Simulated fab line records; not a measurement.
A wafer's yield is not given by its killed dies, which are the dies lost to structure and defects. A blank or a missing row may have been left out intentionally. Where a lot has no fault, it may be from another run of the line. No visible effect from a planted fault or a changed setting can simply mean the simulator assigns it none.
Which tool is to blame? | flow n5Finfet | 27 wafers from 10 lots sampled at 5 of the route's 1938 steps

WHAT EACH GAUGE READ, for each wafer
N5_BEOL_M2_CD_MEAS_35: target cd 18 nm, target cd y 22.2 nm.
lot  | measured     | on       | cdNm (nm)
L535 | day 9 14:37  | cdSem-01 | 17.5 18.1 17.3
L544 | day 11 16:44 | cdSem-03 | 17.7 18.2 18.2
L539 | day 11 18:14 | cdSem-03 | 18.1 18.2 18.1
L534 | day 11 18:17 | cdSem-01 | 17.7 17.9 17.8
L541 | day 12 19:14 | cdSem-03 | 18.3 18.3 18.5
L545 | day 13 09:49 | cdSem-02 | 17.8 17.6 18.0
L547 | day 13 14:09 | cdSem-03 | 17.8 18.1 18.2
L554 | day 14 17:17 | cdSem-01 | 17.8 18.0
L556 | day 15 07:28 | cdSem-01 | 18.6 18.4
L557 | day 15 15:36 | cdSem-02 | 17.7 18.1

N5_BEOL_M4_RC_MEAS_101.
lot  | measured     | on        | DIBL_N (mV/V)  | DIBL_P (mV/V)  | IOFF_N (nA/um) | IOFF_P (nA/um) | ION_N (uA/um) | ION_P (uA/um) | SS_N (mV/dec)  | SS_P (mV/dec)  | VT_N (mV)   | VT_P (mV)
L535 | day 13 18:17 | prober-01 | 34.5 35.5 36.9 | 34.8 36.2 37.5 | 0.12 0.15 0.17 | 0.19 0.21 0.24 | 645 676 672   | 443 459 464   | 70.6 71.5 71.9 | 73.0 72.9 73.6 | 255 250 248 | -254 -250 -250
L544 | day 14 20:29 | prober-01 | 34.4 33.6 34.4 | 34.3 33.3 34.1 | 0.13 0.11 0.13 | 0.19 0.17 0.18 | 660 649 650   | 462 458 454   | 70.7 70.8 70.7 | 73.0 72.6 72.7 | 252 255 252 | -249 -253 -253
L539 | day 15 17:04 | prober-01 | 35.7 34.6 37.6 | 34.5 32.7 36.9 | 0.15 0.13 0.18 | 0.21 0.18 0.25 | 672 667 672   | 464 461 468   | 71.4 71.2 71.8 | 72.7 72.6 73.6 | 247 252 249 | -250 -251 -246
L534 | day 15 11:46 | prober-02 | 35.8 36.6 35.5 | 36.3 36.9 36.1 | 0.16 0.18 0.15 | 0.22 0.24 0.22 | 674 661 671   | 464 451 464   | 71.8 71.5 71.5 | 72.8 73.5 73.1 | 251 250 251 | -249 -248 -249
L541 | day 17 03:42 | prober-01 | 34.6 34.2 33.9 | 34.7 34.0 34.0 | 0.12 0.12 0.12 | 0.17 0.17 0.17 | 643 657 644   | 449 455 451   | 70.8 70.2 70.4 | 71.9 72.0 72.1 | 258 255 256 | -252 -253 -254
L545 | day 17 07:19 | prober-02 | 38.4 34.9 36.7 | 39.6 35.3 38.1 | 0.24 0.15 0.19 | 0.29 0.21 0.26 | 691 673 673   | 467 465 469   | 72.4 71.5 71.7 | 74.2 73.4 73.8 | 244 251 248 | -246 -251 -247
L547 | day 17 15:24 | prober-02 | 32.8 33.6 33.8 | 34.8 34.3 34.6 | 0.14 0.14 0.15 | 0.19 0.19 0.19 | 667 663 670   | 465 459 458   | 71.3 71.6 70.6 | 72.9 72.9 73.2 | 251 252 249 | -252 -251 -252
L554 | day 20 04:14 | prober-01 | 38.2 35.0      | 37.8 33.0      | 0.17 0.11      | 0.23 0.16      | 669 663       | 455 457       | 72.1 71.0      | 73.5 72.4      | 249 254     | -248 -254
L556 | day 20 05:35 | prober-02 | 35.6 33.5      | 34.6 32.1      | 0.13 0.10      | 0.19 0.15      | 659 648       | 458 450       | 71.7 71.4      | 72.8 72.0      | 251 256     | -251 -255
L557 | day 20 12:39 | prober-01 | 35.8 38.3      | 35.6 39.2      | 0.16 0.22      | 0.21 0.27      | 692 685       | 474 465       | 70.9 71.4      | 73.9 74.4      | 249 244     | -248 -244

EACH LOT AND THE TOOL THAT RAN IT (in order: tool; ch and the chambers of the sampled wafers; start)
lot  | N5_BEOL_M2_ETCH_70                | N5_BEOL_M2_DEGAS_44         | N5_BEOL_M2_CVD_47
L535 | rieDiel-02 ch 0,3, day 9 14:07    | pvdSputter-01, day 9 14:57  | cvdCo-02 ch 0,1,2, day 9 15:32
L544 | rieDiel-03 ch 0,2,3, day 11 16:13 | pvdSputter-03, day 11 17:07 | cvdCo-01 ch 0,1,2, day 11 17:51
L539 | rieDiel-03 ch 0,2,3, day 11 17:43 | pvdSputter-01, day 11 18:37 | cvdCo-01 ch 0,1,2, day 11 19:01
L534 | rieDiel-02 ch 0,2, day 11 17:46   | pvdSputter-01, day 11 18:41 | cvdCo-02 ch 0,2, day 11 19:09
L541 | rieDiel-03 ch 1,2, day 12 18:43   | pvdSputter-03, day 12 20:00 | cvdCo-02 ch 0,1,2, day 12 20:41
L545 | rieDiel-02 ch 2,3, day 13 09:18   | pvdSputter-03, day 13 10:01 | cvdCo-01 ch 1,2, day 13 10:35
L547 | rieDiel-02 ch 0,1, day 13 13:38   | pvdSputter-03, day 13 14:30 | cvdCo-02 ch 0,2, day 13 14:56
L554 | rieDiel-02 ch 2, day 14 16:46     | pvdSputter-03, day 14 17:19 | cvdCo-01 ch 2, day 14 17:58
L556 | rieDiel-03 ch 1,2, day 15 06:56   | pvdSputter-03, day 15 08:00 | cvdCo-01 ch 0,2, day 15 08:25
L557 | rieDiel-02 ch 2,3, day 15 15:07   | pvdSputter-03, day 15 15:46 | cvdCo-01 ch 0,2, day 15 16:17
- N5_BEOL_M2_ETCH_70: etches SOC in N2/H2, target depth 80 nm, overetch 24 nm, time 130 s.
- N5_BEOL_M2_DEGAS_44: time 60 s.
- N5_BEOL_M2_CVD_47: deposits Co from CCTBA/H2, target thk 3 nm, time 223.8 s.

AS READ BY THE TOOLS THEMSELVES (means over the sampled wafers that have a number; for cases with no such wafer, the mark the record gives instead)
N5_BEOL_M2_ETCH_70.
lot  | tool       | biasW (W) | drypumpMotorCurrentA (A) | oesProductAu (a.u.) | rfVppV (V) | showerheadPlenumPTorr (Torr) | throttleValvePct (%)
L535 | rieDiel-02 | 149.9     | 5.6                      | 0.65                | 525.7      | 2.59                         | 17.69
L544 | rieDiel-03 | 150.1     | 6.0                      | 0.52                | 521.3      | 2.44                         | 17.91
L539 | rieDiel-03 | 149.9     | 6.0                      | 0.52                | 521.1      | 2.44                         | 17.91
L534 | rieDiel-02 | 149.8     | 6.0                      | 0.64                | 524.3      | 2.59                         | 17.79
L541 | rieDiel-03 | 150.0     | 5.8                      | 0.53                | 522.5      | 2.48                         | 17.73
L545 | rieDiel-02 | 150.4     | 5.5                      | 0.63                | 525.4      | 2.58                         | 17.81
L547 | rieDiel-02 | 150.1     | 6.4                      | 0.60                | 524.6      | 2.61                         | 17.72
L554 | rieDiel-02 | 149.8     | 5.7                      | 0.63                | 525.2      | 2.58                         | 17.87
L556 | rieDiel-03 | 149.4     | 5.7                      | 0.52                | 523.0      | 2.51                         | 17.73
L557 | rieDiel-02 | 150.2     | 5.5                      | 0.61                | 525.5      | 2.57                         | 17.83

N5_BEOL_M2_DEGAS_44.
lot  | tool          | heaterPowerW (W) | susceptorTempC (C)
L535 | pvdSputter-01 | 347              | 249.95
L544 | pvdSputter-03 | 327              | 250.07
L539 | pvdSputter-01 | 331              | 249.87
L534 | pvdSputter-01 | 312              | 250.08
L541 | pvdSputter-03 | 335              | 249.96
L545 | pvdSputter-03 | 300              | 250.01
L547 | pvdSputter-03 | 323              | 249.87
L554 | pvdSputter-03 | 286              | 250.02
L556 | pvdSputter-03 | 346              | 250.13
L557 | pvdSputter-03 | 350              | 250.00

N5_BEOL_M2_CVD_47.
lot  | tool     | runLengthS (s)
L535 | cvdCo-02 | 247.0
L544 | cvdCo-01 | 246.6
L539 | cvdCo-01 | 246.9
L534 | cvdCo-02 | 246.3
L541 | cvdCo-02 | 246.8
L545 | cvdCo-01 | 246.3
L547 | cvdCo-02 | 246.4
L554 | cvdCo-01 | 203.9
L556 | cvdCo-01 | 161.4
L557 | cvdCo-01 | 204.6

THE ANSWER, worked out from the rows above alone
Rule: the usual values come from the lots themselves. The widest of any qualifying gaps counts: lots, ordered by their means at a reading, are off when they make up no more than a third of the lots, leave a main group of 4 or more, and stand apart from it by 3 or more times the standard deviation of that group's means. The tables above print the reading to a certain number of digits; a main group whose means all agree to those digits is not used. Also off: a lot with no number at a reading for which 4 or more lots have one. All remaining lots with rows at the step are treated as sound. First the gauges in route order, then the tools' own readings, where a lot's mean is used as printed above. At the first step where some lot is off, the reading lying furthest off is the one used; lots without a number count as furthest.
Off at N5_BEOL_M2_CVD_47 (runLengthS): L554, L556, L557. For the main group the mean is 246.6 s and the standard deviation 0.27.
A tool fits if, at that step or a process step before it, it ran every lot that is off, and no sound lot after the first of them. Undecided on this evidence; 2 tools fit (pvdSputter-03 at N5_BEOL_M2_DEGAS_44, cvdCo-01 at N5_BEOL_M2_CVD_47).

WHAT THE SIMULATOR HAD PUT IN
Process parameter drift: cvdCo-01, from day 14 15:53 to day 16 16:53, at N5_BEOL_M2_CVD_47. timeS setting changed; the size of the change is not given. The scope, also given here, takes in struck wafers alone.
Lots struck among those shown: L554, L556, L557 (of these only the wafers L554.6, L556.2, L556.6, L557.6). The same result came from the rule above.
